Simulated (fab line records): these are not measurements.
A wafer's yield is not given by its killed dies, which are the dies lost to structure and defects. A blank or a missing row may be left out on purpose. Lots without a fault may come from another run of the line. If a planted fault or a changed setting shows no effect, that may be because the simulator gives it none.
A sampling plan put to the test -- flow nand-harc -- each of the 21 faults these records tell of, on one fab line, judged from the records of the lots it struck
Plan = the line's own looks (route steps where a gauge or an inspection reads the wafer without altering it). A look can be judged if struck wafers have a number there and the file gives its usual mean and standard deviation on fault-free wafers. Caught: the struck wafers' mean, at a look after the fault's first step, is 4 or more of those standard deviations (sigma) away from the usual mean. On the tool: the same test on the tool's own readings at the fault's steps. Another recipe on the struck wafers, or a record that is blank for them alone, also counts as caught.

## THE FAULTS, as the simulator had put them in
1. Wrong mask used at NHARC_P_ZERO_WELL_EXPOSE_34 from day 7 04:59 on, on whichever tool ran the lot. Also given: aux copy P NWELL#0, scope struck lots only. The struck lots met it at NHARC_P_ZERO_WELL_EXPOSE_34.
2. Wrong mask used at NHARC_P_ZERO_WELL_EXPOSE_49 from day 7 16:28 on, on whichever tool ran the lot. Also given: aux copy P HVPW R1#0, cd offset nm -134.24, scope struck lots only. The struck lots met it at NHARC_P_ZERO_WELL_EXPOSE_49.
3. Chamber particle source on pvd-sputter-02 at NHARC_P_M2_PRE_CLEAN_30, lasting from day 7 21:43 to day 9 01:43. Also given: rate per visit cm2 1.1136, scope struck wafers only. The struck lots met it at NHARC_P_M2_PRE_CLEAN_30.
4. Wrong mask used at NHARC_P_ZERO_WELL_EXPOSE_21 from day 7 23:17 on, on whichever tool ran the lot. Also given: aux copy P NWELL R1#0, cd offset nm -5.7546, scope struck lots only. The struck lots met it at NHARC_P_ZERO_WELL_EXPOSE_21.
5. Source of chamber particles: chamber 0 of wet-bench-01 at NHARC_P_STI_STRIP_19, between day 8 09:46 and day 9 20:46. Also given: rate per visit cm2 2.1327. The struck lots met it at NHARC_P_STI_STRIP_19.
6. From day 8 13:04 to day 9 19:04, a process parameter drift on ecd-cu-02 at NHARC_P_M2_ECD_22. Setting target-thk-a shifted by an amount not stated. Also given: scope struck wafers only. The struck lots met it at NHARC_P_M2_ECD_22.
7. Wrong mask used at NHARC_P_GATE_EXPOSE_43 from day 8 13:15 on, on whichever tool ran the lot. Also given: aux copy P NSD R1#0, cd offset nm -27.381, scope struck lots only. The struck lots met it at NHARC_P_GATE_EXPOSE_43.
8. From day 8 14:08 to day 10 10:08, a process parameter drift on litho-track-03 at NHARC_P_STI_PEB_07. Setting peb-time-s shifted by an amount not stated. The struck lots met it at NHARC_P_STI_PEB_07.
9. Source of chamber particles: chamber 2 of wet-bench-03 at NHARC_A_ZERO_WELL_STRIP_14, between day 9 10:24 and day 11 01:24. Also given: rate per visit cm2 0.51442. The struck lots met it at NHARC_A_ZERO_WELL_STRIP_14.
10. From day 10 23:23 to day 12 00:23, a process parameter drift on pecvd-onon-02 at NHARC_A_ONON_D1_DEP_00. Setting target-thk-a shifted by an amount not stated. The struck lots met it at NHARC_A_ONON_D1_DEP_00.
11. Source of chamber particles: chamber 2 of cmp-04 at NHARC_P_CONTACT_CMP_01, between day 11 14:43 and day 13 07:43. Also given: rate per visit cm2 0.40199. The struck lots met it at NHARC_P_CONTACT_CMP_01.
12. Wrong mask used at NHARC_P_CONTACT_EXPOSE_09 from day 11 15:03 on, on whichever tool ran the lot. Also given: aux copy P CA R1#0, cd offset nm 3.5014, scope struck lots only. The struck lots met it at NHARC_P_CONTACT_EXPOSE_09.
13. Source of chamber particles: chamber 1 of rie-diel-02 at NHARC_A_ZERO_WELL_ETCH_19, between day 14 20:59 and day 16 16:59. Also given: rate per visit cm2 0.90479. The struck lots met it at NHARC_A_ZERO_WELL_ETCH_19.
14. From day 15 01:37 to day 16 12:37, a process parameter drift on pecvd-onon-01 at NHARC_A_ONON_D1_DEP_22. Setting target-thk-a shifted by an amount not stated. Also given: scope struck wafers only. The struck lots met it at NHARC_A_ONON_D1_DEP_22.
15. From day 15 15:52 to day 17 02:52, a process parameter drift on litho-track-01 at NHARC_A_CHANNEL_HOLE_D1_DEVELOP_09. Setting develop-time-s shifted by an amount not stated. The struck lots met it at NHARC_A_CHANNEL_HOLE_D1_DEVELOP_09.
16. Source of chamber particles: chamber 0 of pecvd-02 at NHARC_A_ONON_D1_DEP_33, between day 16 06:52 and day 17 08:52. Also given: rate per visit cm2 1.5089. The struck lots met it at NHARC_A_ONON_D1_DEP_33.
17. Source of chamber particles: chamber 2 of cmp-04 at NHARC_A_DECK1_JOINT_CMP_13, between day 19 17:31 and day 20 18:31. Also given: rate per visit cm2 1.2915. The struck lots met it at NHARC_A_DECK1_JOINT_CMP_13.
18. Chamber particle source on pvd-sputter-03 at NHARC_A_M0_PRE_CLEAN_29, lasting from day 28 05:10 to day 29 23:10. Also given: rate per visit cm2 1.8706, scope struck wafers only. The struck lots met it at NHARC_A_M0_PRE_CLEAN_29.
19. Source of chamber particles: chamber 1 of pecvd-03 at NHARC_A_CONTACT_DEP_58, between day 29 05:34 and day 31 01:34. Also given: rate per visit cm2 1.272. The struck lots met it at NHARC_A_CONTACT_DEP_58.
20. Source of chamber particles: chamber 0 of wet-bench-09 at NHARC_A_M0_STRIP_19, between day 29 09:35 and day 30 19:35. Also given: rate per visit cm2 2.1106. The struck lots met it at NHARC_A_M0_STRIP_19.
21. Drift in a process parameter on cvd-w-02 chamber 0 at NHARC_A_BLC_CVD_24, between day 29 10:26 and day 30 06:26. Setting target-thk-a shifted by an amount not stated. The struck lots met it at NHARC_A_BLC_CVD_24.

## WHAT THE PLAN SAW
fault,on the tool itself,first look that catches it,"reading, sigma",median hours from its first step to that look,hours from the fault's start to the first struck lot there,judged looks passed uncaught
1,no reading that can be judged,no look after it can be judged,-,-,-,0
2,no reading that can be judged,NHARC_P_ZERO_WELL_CD_MEAS_52,cd-nm -83,0.2,5,0
3,under 2 sigma,NHARC_END_SORT_01,killed-at-periphery +19,438.2,433,4
4,under 2 sigma,NHARC_P_ZERO_WELL_CD_MEAS_24,cd-nm -4.8,0.1,5,0
5,no reading that can be judged,NHARC_END_SORT_01,killed-at-periphery +18,514.3,513,2
6,no reading that can be judged,not the one look that can be judged after it,-,-,-,1
7,no reading that can be judged,NHARC_P_GATE_CD_MEAS_46,cd-nm -15,0.1,6,0
8,heater-power-total-W +99 or beyond sigma,NHARC_P_STI_CD_MEAS_09,cd-nm -76,0.1,10,0
9,no reading that can be judged,NHARC_A_ZERO_WELL_INSPECT_17,raw-defect-count +49,1.0,32,0
10,no reading that can be judged,NHARC_A_ONON_D1_THK_MEAS_02,thk-nm +9.4,0.5,16,0
11,under 2 sigma,NHARC_P_CONTACT_INSPECT_14,raw-defect-count +99 or beyond,0.7,34,0
12,no reading that can be judged,not the one look that can be judged after it,"strongest: cd-nm at NHARC_P_CONTACT_CD_MEAS_12, +3.4",-,-,1
13,under 2 sigma,NHARC_A_ZERO_WELL_INSPECT_17,raw-defect-count +85,1.2,8,0
14,under 2 sigma,NHARC_A_ONON_D1_THK_MEAS_24,thk-nm +19,0.5,21,0
15,no reading that can be judged,not the one look that can be judged after it,"strongest: cd-nm at NHARC_A_CHANNEL_HOLE_D1_CD_MEAS_10, -3.1",-,-,1
16,under 2 sigma,NHARC_A_ONON_D1_INSPECT_32,raw-defect-count +37,0.4,8,0
17,under 2 sigma,NHARC_END_SORT_01,killed-dies +25,308.9,329,1
18,under 2 sigma,NHARC_END_SORT_01,killed-at-array +5.0,41.5,45,4
19,under 2 sigma,NHARC_A_CONTACT_INSPECT_71,raw-defect-count +26,0.8,2,0
20,no reading that can be judged,NHARC_END_SORT_01,killed-at-array +4.2,51.2,71,1
21,under 2 sigma,no look after it can be judged,-,-,-,0
A dash: the fault is not caught, or the number is missing from these records.

Caught at a look: 16 of 21. Caught on the tool: 1 of 21. By one or the other: 16 of 21.
Caught at a look alone: faults 2, 3, 4, 5, 7, 9, 10, 11, 13, 14, 16, 17, 18, 19, 20.
Caught by neither: faults 1, 6, 12, 15, 21.

## THINNER SAMPLING
If the look that catches a fault measured only every second or every third lot, by lot number, the first struck lot would be measured this late in the worst case:
fault,"struck lots at that look, in order of time",every lot,every second lot,every third lot
2,L757,5 h,may miss it,may miss it
3,"L701, L702",433 h,460 h,may miss all 2
4,L947,5 h,may miss it,may miss it
5,"L530, L531",513 h,536 h,may miss all 2
7,L757,6 h,may miss it,may miss it
8,"L821, L822",10 h,21 h,may miss all 2
9,L534,32 h,may miss it,may miss it
10,"L433, L435",16 h,may miss all 2,may miss all 2
11,L164,34 h,may miss it,may miss it
13,"L807, L808",8 h,25 h,may miss all 2
14,"L293, L296",21 h,35 h,may miss all 2
16,"L237, L239",8 h,may miss all 2,may miss all 2
17,L877,329 h,may miss it,may miss it
18,L438,45 h,may miss it,may miss it
19,"L710, L714",2 h,may miss all 2,may miss all 2
20,L806,71 h,may miss it,may miss it
Hours are from the fault's start to the first struck lot that is measured. The limit of 4 sigma was tested on all struck wafers together, so one lot alone may lie under it. Other struck lots may not be in these records.

## THE LONGEST TIMED WAY FROM STEP TO LOOK
Fault 5: median gap of 514.3 hours between NHARC_P_STI_STRIP_19 and NHARC_END_SORT_01. The looks between them that can be judged stayed within 4 sigma: NHARC_P_STI_OCD_MEAS_43, NHARC_P_GATE_CD_MEAS_11.
